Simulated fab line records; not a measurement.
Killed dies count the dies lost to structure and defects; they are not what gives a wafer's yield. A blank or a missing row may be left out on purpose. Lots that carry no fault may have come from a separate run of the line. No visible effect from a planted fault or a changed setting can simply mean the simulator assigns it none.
Matching of chambers + flow n5Finfet + N5_MOL_CONTACT_COAG_ETCH_59 on rieDiel-02 has 4 sister chambers
The step etches underlayer in N2/H2, target depth 13 nm, time 10.4 s. 4 wafers are shown with their chamber, then 9 later ones without.

== WAFERS PAIRED WITH THEIR CHAMBERS ==
| wafer  | chamber | drypumpMotorCurrentA (A) |
|--------|---------|--------------------------|
| L080.6 | 0       | 5.9                      |
| L082.5 | 1       | 5.0                      |
| L087.1 | 2       | 6.1                      |
| L087.5 | 3       | 6.1                      |

== WAFERS WHOSE CHAMBER IS MISSING ==
| wafer  | drypumpMotorCurrentA (A) |
|--------|--------------------------|
| L093.1 | 6.2                      |
| L093.3 | 5.9                      |
| L093.6 | 5.9                      |
| L094.2 | 5.9                      |
| L094.3 | 5.0                      |
| L094.5 | 6.1                      |
| L095.3 | 5.9                      |
| L095.4 | 5.0                      |
| L095.5 | 5.9                      |

== THE CHAMBER EACH PASSED THROUGH ==
| wafer  | from the rows above     | in truth |
|--------|-------------------------|----------|
| L093.1 | can't be placed: 2 or 3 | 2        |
| L093.3 | 0                       | 0        |
| L093.6 | 0                       | 0        |
| L094.2 | 0                       | 0        |
| L094.3 | 1                       | 1        |
| L094.5 | can't be placed: 2 or 3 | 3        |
| L095.3 | 0                       | 0        |
| L095.4 | 1                       | 1        |
| L095.5 | 0                       | 0        |
Correctly placed: 7 of 9. Unplaceable from these rows: 2, with the true chamber sitting among the candidates in 2. Number placed wrongly: 0.
How it was worked out, from the rows above alone: a wafer's distance from a chamber is the root of the sum, over the readings, of the square of ((its reading less the chamber's mean) divided by the reading's scatter). The wafer belongs to the nearest chamber; if the next one is less than 2 further off, it can't be placed. The mean given for a chamber averages the wafers shown for that chamber. The scatter (one wafer shown for each chamber): square how far every hidden wafer sits from the nearest shown wafer, average those squares and take the square root.
